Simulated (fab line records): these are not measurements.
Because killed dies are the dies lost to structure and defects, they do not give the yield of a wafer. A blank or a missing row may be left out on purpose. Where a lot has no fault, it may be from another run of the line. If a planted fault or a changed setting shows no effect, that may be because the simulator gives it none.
The tool behind it: which one?	flow n5-finfet	24 lots with 72 wafers sampled at 6 steps, on a route of 1938 steps

WHAT THE GAUGES READ, wafer by wafer
The record holds no reading of a measuring or inspecting step that can be judged against a usual standard deviation.

TOOL THAT RAN EACH LOT (tool first, then ch and the chambers of the sampled wafers, then the start)
lot	N5_BEOL_M0_SAQP_CUT_ETCH_46	N5_BEOL_M0_SAQP_ETCH_49	N5_BEOL_M0_CUTY_ETCH_63	N5_BEOL_M0_DEGAS_112	N5_BEOL_M0_SURFACE_TREAT_137	N5_BEOL_M0_SPUTTER_116
L074	rie-diel-02 ch 0,2,3, day 6 00:22	rie-diel-02 ch 1,2, day 6 01:14	rie-diel-03 ch 0,3, day 6 01:55	pvd-sputter-03, day 6 05:57	pvd-sputter-01, day 6 06:17	pvd-sputter-01, day 6 06:31
L075	rie-diel-02 ch 2,3, day 6 04:07	rie-diel-01 ch 1,2, day 6 05:15	rie-diel-05 ch 0,2,3, day 6 05:47	pvd-sputter-01, day 6 08:53	pvd-sputter-01, day 6 09:14	pvd-sputter-03, day 6 09:32
L076	rie-diel-02 ch 0,3, day 6 07:27	rie-diel-01 ch 2,3, day 6 08:10	rie-diel-03 ch 1,2, day 6 09:22	pvd-sputter-02, day 6 13:34	pvd-sputter-03, day 6 13:55	pvd-sputter-02, day 6 14:14
L078	rie-diel-02 ch 0,2,3, day 6 13:59	rie-diel-02 ch 0,3, day 6 15:05	rie-diel-05 ch 0,3, day 6 15:46	pvd-sputter-02, day 6 19:55	pvd-sputter-01, day 6 20:23	pvd-sputter-02, day 6 22:22
L077	rie-diel-01 ch 2,3, day 6 18:53	rie-diel-02 ch 0,2, day 6 19:44	rie-diel-03 ch 0,1,2, day 6 20:18	pvd-sputter-02, day 6 23:42	pvd-sputter-02, day 7 00:17	pvd-sputter-02, day 7 00:38
L079	rie-diel-01 ch 1,2,3, day 7 02:06	rie-diel-01 ch 1,2,3, day 7 02:50	rie-diel-03 ch 0,1,2, day 7 03:29	pvd-sputter-02, day 7 06:43	pvd-sputter-03, day 7 07:13	pvd-sputter-02, day 7 07:26
L080	rie-diel-06 ch 0,1,2, day 7 04:10	rie-diel-01 ch 1,2, day 7 04:53	rie-diel-04 ch 0,2, day 7 05:26	pvd-sputter-02, day 7 07:16	pvd-sputter-02, day 7 07:55	pvd-sputter-02, day 7 08:08
L081	rie-diel-01 ch 1,2,3, day 7 11:42	rie-diel-06 ch 0,3, day 7 12:43	rie-diel-04 ch 0,1, day 7 13:15	pvd-sputter-02, day 7 16:17	pvd-sputter-02, day 7 16:44	pvd-sputter-01, day 7 17:10
L082	rie-diel-02 ch 0,1,3, day 7 16:49	rie-diel-01 ch 1,2, day 7 17:43	rie-diel-04 ch 0,2, day 7 18:22	pvd-sputter-01, day 7 22:34	pvd-sputter-02, day 7 22:55	pvd-sputter-02, day 7 23:08
L083	rie-diel-01 ch 1,2,3, day 7 18:36	rie-diel-01 ch 1,2,3, day 7 19:20	rie-diel-03 ch 0,1,2, day 7 20:07	pvd-sputter-02, day 7 22:50	pvd-sputter-02, day 7 23:34	pvd-sputter-03, day 7 23:47
L084	rie-diel-02 ch 0,2,3, day 8 05:43	rie-diel-01 ch 1,2,3, day 8 06:35	rie-diel-04 ch 0,1,2, day 8 07:08	pvd-sputter-01, day 8 08:50	pvd-sputter-02, day 8 09:11	pvd-sputter-01, day 8 09:40
L085	rie-diel-01 ch 0,1,3, day 8 10:58	rie-diel-01 ch 0,1,3, day 8 11:41	rie-diel-05 ch 0,2,3, day 8 12:14	pvd-sputter-01, day 8 14:20	pvd-sputter-01, day 8 14:58	pvd-sputter-01, day 8 15:29
L086	rie-diel-01 ch 0,1,2, day 8 21:43	rie-diel-01 ch 0,1,3, day 8 23:17	rie-diel-04 ch 0,1,3, day 9 00:03	pvd-sputter-01, day 9 01:28	pvd-sputter-03, day 9 01:50	pvd-sputter-01, day 9 02:09
L087	rie-diel-06 ch 1,2, day 9 00:39	rie-diel-02 ch 1,2, day 9 01:32	rie-diel-03 ch 0,2, day 9 02:12	pvd-sputter-02, day 9 05:00	pvd-sputter-01, day 9 05:21	pvd-sputter-03, day 9 06:31
L088	rie-diel-02 ch 0,2,3, day 9 08:47	rie-diel-02 ch 0,1,3, day 9 09:30	rie-diel-04 ch 1,3, day 9 10:28	pvd-sputter-03, day 9 17:08	pvd-sputter-01, day 9 17:33	pvd-sputter-02, day 9 17:43
L089	rie-diel-06 ch 0,3, day 9 11:20	rie-diel-02 ch 0,2,3, day 9 12:11	rie-diel-05 ch 1,2, day 9 12:50	pvd-sputter-01, day 9 14:43	pvd-sputter-01, day 9 15:14	pvd-sputter-02, day 9 15:23
L090	rie-diel-02 ch 0,2, day 9 19:24	rie-diel-02 ch 0,2, day 9 20:07	rie-diel-05 ch 0,1, day 9 21:17	pvd-sputter-01, day 10 01:09	pvd-sputter-01, day 10 03:15	pvd-sputter-01, day 10 03:26
L091	rie-diel-06 ch 1,2,3, day 9 22:20	rie-diel-06 ch 1,2, day 9 23:11	rie-diel-03 ch 0,1, day 9 23:53	pvd-sputter-03, day 10 05:12	pvd-sputter-02, day 10 05:37	pvd-sputter-02, day 10 06:03
L092	rie-diel-06 ch 0,2, day 10 10:05	rie-diel-06 ch 0,1,2, day 10 10:58	rie-diel-03 ch 0,1,2, day 10 11:38	pvd-sputter-03, day 10 13:32	pvd-sputter-03, day 10 13:59	pvd-sputter-02, day 10 14:55
L093	rie-diel-02 ch 1,3, day 10 17:57	rie-diel-02 ch 0,1,2, day 10 18:47	rie-diel-03 ch 1,2,3, day 10 19:19	pvd-sputter-03, day 10 20:43	pvd-sputter-01, day 10 21:02	pvd-sputter-01, day 10 21:17
L094	rie-diel-01 ch 1,2, day 10 22:41	rie-diel-01 ch 0,1,2, day 10 23:34	rie-diel-03 ch 0,2,3, day 11 00:23	pvd-sputter-03, day 11 04:57	pvd-sputter-01, day 11 05:20	pvd-sputter-03, day 11 05:41
L095	rie-diel-01 ch 0,1,3, day 11 05:51	rie-diel-06 ch 0,1,2, day 11 06:34	rie-diel-05 ch 0,1,2, day 11 07:07	pvd-sputter-03, day 11 08:57	pvd-sputter-03, day 11 09:23	pvd-sputter-03, day 11 09:38
L096	rie-diel-06 ch 1,2, day 11 09:11	rie-diel-06 ch 1,3, day 11 10:04	rie-diel-05 ch 0,1,2, day 11 10:43	pvd-sputter-02, day 11 14:49	pvd-sputter-03, day 11 15:22	pvd-sputter-02, day 11 15:32
L097	rie-diel-02 ch 0,2,3, day 11 13:59	rie-diel-06 ch 0,1,3, day 11 14:46	rie-diel-03 ch 1,2,3, day 11 15:25	pvd-sputter-01, day 11 19:46	pvd-sputter-02, day 11 21:29	pvd-sputter-01, day 11 21:41
- N5_BEOL_M0_SAQP_CUT_ETCH_46: etches SOC in N2/H2, target depth 135 nm, overetch 27 nm, time 202.5 s.
- N5_BEOL_M0_SAQP_ETCH_49: etches SiO2 in CF4/O2, target depth 37 nm.
- N5_BEOL_M0_CUTY_ETCH_63: etches SOC in N2/H2, target depth 82.7 nm, overetch 16.5 nm, time 124 s.
- N5_BEOL_M0_DEGAS_112: time 60 s.
- N5_BEOL_M0_SURFACE_TREAT_137
- N5_BEOL_M0_SPUTTER_116: material Cu, target thk 4 nm, time 7.37 s.

WHAT THE TOOLS THEMSELVES READ (means of the sampled wafers that have a number; where no wafer has one, the mark that the record gives instead)
N5_BEOL_M0_SAQP_CUT_ETCH_46.
lot	tool	drypump-motor-current-A (A)	rf-vpp-V (V)	showerhead-plenum-p-Torr (Torr)	throttle-valve-pct (%)
L074	rie-diel-02	5.8	524.2	2.57	17.82
L075	rie-diel-02	6.1	526.6	2.62	17.92
L076	rie-diel-02	5.4	522.5	2.51	17.72
L078	rie-diel-02	5.8	524.8	2.57	17.82
L077	rie-diel-01	6.1	521.4	2.48	17.77
L079	rie-diel-01	5.8	522.0	2.48	17.73
L080	rie-diel-06	5.8	523.6	2.51	17.86
L081	rie-diel-01	5.8	522.3	2.47	17.73
L082	rie-diel-02	5.7	523.1	2.52	18.00
L083	rie-diel-01	5.9	520.8	2.47	17.74
L084	rie-diel-02	5.8	525.1	2.56	17.86
L085	rie-diel-01	6.0	521.3	2.44	17.48
L086	rie-diel-01	5.9	522.4	2.48	17.63
L087	rie-diel-06	5.7	523.3	2.53	17.65
L088	rie-diel-02	5.8	524.8	2.56	17.88
L089	rie-diel-06	5.3	524.7	2.58	17.94
L090	rie-diel-02	5.3	524.3	2.52	17.80
L091	rie-diel-06	5.6	524.9	2.56	17.88
L092	rie-diel-06	5.8	522.5	2.49	17.81
L093	rie-diel-02	6.0	523.6	2.52	18.03
L094	rie-diel-01	5.6	521.2	2.46	17.72
L095	rie-diel-01	6.0	520.9	2.44	17.52
L096	rie-diel-06	6.0	524.0	2.51	17.90
L097	rie-diel-02	5.8	524.3	2.55	17.90

N5_BEOL_M0_SAQP_ETCH_49.
lot	tool	drypump-motor-current-A (A)	oes_f_703_au (a.u.)	oes-product-au (a.u.)	rf-vpp-V (V)	showerhead-plenum-p-Torr (Torr)	throttle-valve-pct (%)
L074	rie-diel-02	5.9	0.70	0.71	241	2.21	16.29
L075	rie-diel-01	5.6	0.78	0.78	237	2.15	15.74
L076	rie-diel-01	6.0	0.80	0.79	244	2.18	15.82
L078	rie-diel-02	5.4	0.88	0.88	245	2.18	15.72
L077	rie-diel-02	5.7	0.79	0.79	242	2.24	15.95
L079	rie-diel-01	5.8	0.78	0.77	241	2.15	15.76
L080	rie-diel-01	5.8	0.79	0.78	239	2.18	15.83
L081	rie-diel-06	5.3	0.73	0.72	238	2.25	16.18
L082	rie-diel-01	5.6	0.76	0.76	236	2.14	15.77
L083	rie-diel-01	5.8	0.77	0.77	241	2.15	15.79
L084	rie-diel-01	5.8	0.77	0.76	241	2.15	15.78
L085	rie-diel-01	6.0	0.83	0.83	240	2.13	15.62
L086	rie-diel-01	6.0	0.82	0.82	241	2.13	15.62
L087	rie-diel-02	5.9	0.69	0.70	241	2.21	16.32
L088	rie-diel-02	5.7	0.78	0.80	243	2.18	16.01
L089	rie-diel-02	5.8	0.80	0.80	243	2.21	15.90
L090	rie-diel-02	5.3	0.81	0.80	242	2.19	15.88
L091	rie-diel-06	5.7	0.73	0.72	244	2.20	15.76
L092	rie-diel-06	5.8	0.79	0.79	242	2.19	15.89
L093	rie-diel-02	5.6	0.84	0.85	241	2.20	15.96
L094	rie-diel-01	5.8	0.81	0.81	238	2.15	15.71
L095	rie-diel-06	5.8	0.78	0.78	241	2.19	15.89
L096	rie-diel-06	5.3	0.73	0.72	240	2.24	15.94
L097	rie-diel-06	5.4	0.78	0.77	241	2.21	15.86

N5_BEOL_M0_CUTY_ETCH_63.
lot	tool	drypump-motor-current-A (A)	oes-product-au (a.u.)	rf-vpp-V (V)	showerhead-plenum-p-Torr (Torr)	throttle-valve-pct (%)
L074	rie-diel-03	5.4	0.65	519	2.38	17.89
L075	rie-diel-05	5.3	0.66	523	2.51	17.85
L076	rie-diel-03	5.3	0.73	524	2.55	17.78
L078	rie-diel-05	5.0	0.65	522	2.47	17.76
L077	rie-diel-03	5.5	0.69	524	2.53	17.90
L079	rie-diel-03	5.5	0.68	523	2.53	17.90
L080	rie-diel-04	6.3	0.64	525	2.62	17.59
L081	rie-diel-04	6.4	0.70	527	2.69	17.56
L082	rie-diel-04	6.0	0.60	524	2.55	17.59
L083	rie-diel-03	5.5	0.67	523	2.53	17.92
L084	rie-diel-04	6.1	0.65	526	2.62	17.56
L085	rie-diel-05	5.3	0.64	522	2.50	17.89
L086	rie-diel-04	6.2	0.72	527	2.68	17.63
L087	rie-diel-03	5.0	0.73	522	2.49	17.70
L088	rie-diel-04	6.0	0.75	527	2.69	17.66
L089	rie-diel-05	5.9	0.66	523	2.49	17.92
L090	rie-diel-05	5.6	0.65	522	2.45	17.82
L091	rie-diel-03	6.0	0.59	525	2.55	18.17
L092	rie-diel-03	5.5	0.65	524	2.52	17.95
L093	rie-diel-03	5.5	0.62	521	2.48	17.95
L094	rie-diel-03	5.2	0.66	520	2.43	17.85
L095	rie-diel-05	5.6	0.64	523	2.48	17.91
L096	rie-diel-05	5.7	0.64	522	2.48	17.91
L097	rie-diel-03	5.5	0.62	522	2.47	17.98

N5_BEOL_M0_DEGAS_112.
lot	tool	heater-power-w (W)
L074	pvd-sputter-03	304
L075	pvd-sputter-01	364
L076	pvd-sputter-02	311
L078	pvd-sputter-02	303
L077	pvd-sputter-02	309
L079	pvd-sputter-02	316
L080	pvd-sputter-02	302
L081	pvd-sputter-02	315
L082	pvd-sputter-01	358
L083	pvd-sputter-02	319
L084	pvd-sputter-01	351
L085	pvd-sputter-01	345
L086	pvd-sputter-01	322
L087	pvd-sputter-02	359
L088	pvd-sputter-03	300
L089	pvd-sputter-01	319
L090	pvd-sputter-01	374
L091	pvd-sputter-03	306
L092	pvd-sputter-03	305
L093	pvd-sputter-03	305
L094	pvd-sputter-03	300
L095	pvd-sputter-03	300
L096	pvd-sputter-02	361
L097	pvd-sputter-01	329

N5_BEOL_M0_SPUTTER_116.
lot	tool	throttle-valve-pct (%)
L074	pvd-sputter-01	29.3
L075	pvd-sputter-03	30.6
L076	pvd-sputter-02	29.6
L078	pvd-sputter-02	29.2
L077	pvd-sputter-02	29.3
L079	pvd-sputter-02	29.6
L080	pvd-sputter-02	29.6
L081	pvd-sputter-01	30.0
L082	pvd-sputter-02	29.5
L083	pvd-sputter-03	30.4
L084	pvd-sputter-01	30.1
L085	pvd-sputter-01	29.5
L086	pvd-sputter-01	30.1
L087	pvd-sputter-03	30.0
L088	pvd-sputter-02	29.7
L089	pvd-sputter-02	30.0
L090	pvd-sputter-01	28.4
L091	pvd-sputter-02	29.7
L092	pvd-sputter-02	29.6
L093	pvd-sputter-01	29.1
L094	pvd-sputter-03	29.7
L095	pvd-sputter-03	30.4
L096	pvd-sputter-02	29.6
L097	pvd-sputter-01	29.3

THE ANSWER, worked out from the rows above alone
Rule: the usual values come from the lots themselves. The widest of any qualifying gaps counts: lots, ordered by their means at a reading, are off when they make up no more than a third of the lots, leave a main group of 4 or more, and stand apart from it by 3 or more times the standard deviation of that group's means. Not used: any main group whose means are identical at the precision the tables above print for the reading. A lot without any number at a reading at which 4 lots or more have one is off too. Where the step has rows for the other lots, those lots are counted as sound. After the gauges, taken in route order, come the tools' own readings; for these a lot's mean is taken, as printed above. At the first step where some lot is off, the reading lying furthest off is the one used; lots without a number count as furthest.
None of the lots is off at any reading shown; this tells nothing.

WHAT WAS PUT IN BY THE SIMULATOR
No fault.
